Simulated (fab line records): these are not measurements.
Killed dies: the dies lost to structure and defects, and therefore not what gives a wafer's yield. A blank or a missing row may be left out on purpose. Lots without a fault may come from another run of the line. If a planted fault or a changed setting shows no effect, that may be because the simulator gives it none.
Matching of chambers	flow n5 finfet	N5_BEOL_M5_ALD_86 on ald metal-04 has 4 sister chambers
The step deposits TaN, pulse time 2 s, purge time 3 s, co reactant purge time 2 s. 8 wafers are shown with their chamber, then 9 later ones without.

== WAFERS, EACH WITH ITS CHAMBER ==
wafer	chamber	heater power w (W)	chamber pressure Torr (Torr)
L074.2	2	394	3.003
L074.5	2	379	2.993
L079.3	3	444	3.008
L086.1	3	432	3.008
L086.4	0	420	3.000
L087.1	0	422	2.998
L087.3	1	431	2.987
L087.6	1	435	3.004

== WAFERS WITHOUT THEIR CHAMBER ==
wafer	heater power w (W)	chamber pressure Torr (Torr)
L088.1	434	2.998
L088.3	394	3.002
L088.5	428	2.990
L095.1	429	3.002
L095.3	444	3.007
L095.4	423	2.989
L096.1	422	3.009
L096.3	428	2.994
L096.4	440	3.008

== EACH ONE'S CHAMBER ==
wafer	from the rows above	in truth
L088.1	can't be placed: 1 or 3 or 0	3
L088.3	2	2
L088.5	can't be placed: 1 or 0 or 3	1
L095.1	can't be placed: 1 or 0 or 3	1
L095.3	can't be placed: 3 or 1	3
L095.4	can't be placed: 0 or 1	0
L096.1	can't be placed: 0 or 3 or 1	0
L096.3	can't be placed: 1 or 0 or 3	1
L096.4	can't be placed: 3 or 1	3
1 of 9 placed correctly. Can't be placed from these rows: 8 (the true chamber is among the candidates in 8). Placed wrongly: 0.
How it was worked out, from the rows above alone: a wafer's distance from a chamber is the root of the sum, over the readings, of the square of ((its reading less the chamber's mean) divided by the reading's scatter). The wafer belongs to the nearest chamber; if the next one is less than 2 further off, it can't be placed. For every chamber, the mean is computed from those of its wafers that are shown. The scatter: take each reading less its chamber's mean, square it, sum over the shown wafers, divide by the number of wafers less the number of chambers, and take the root.
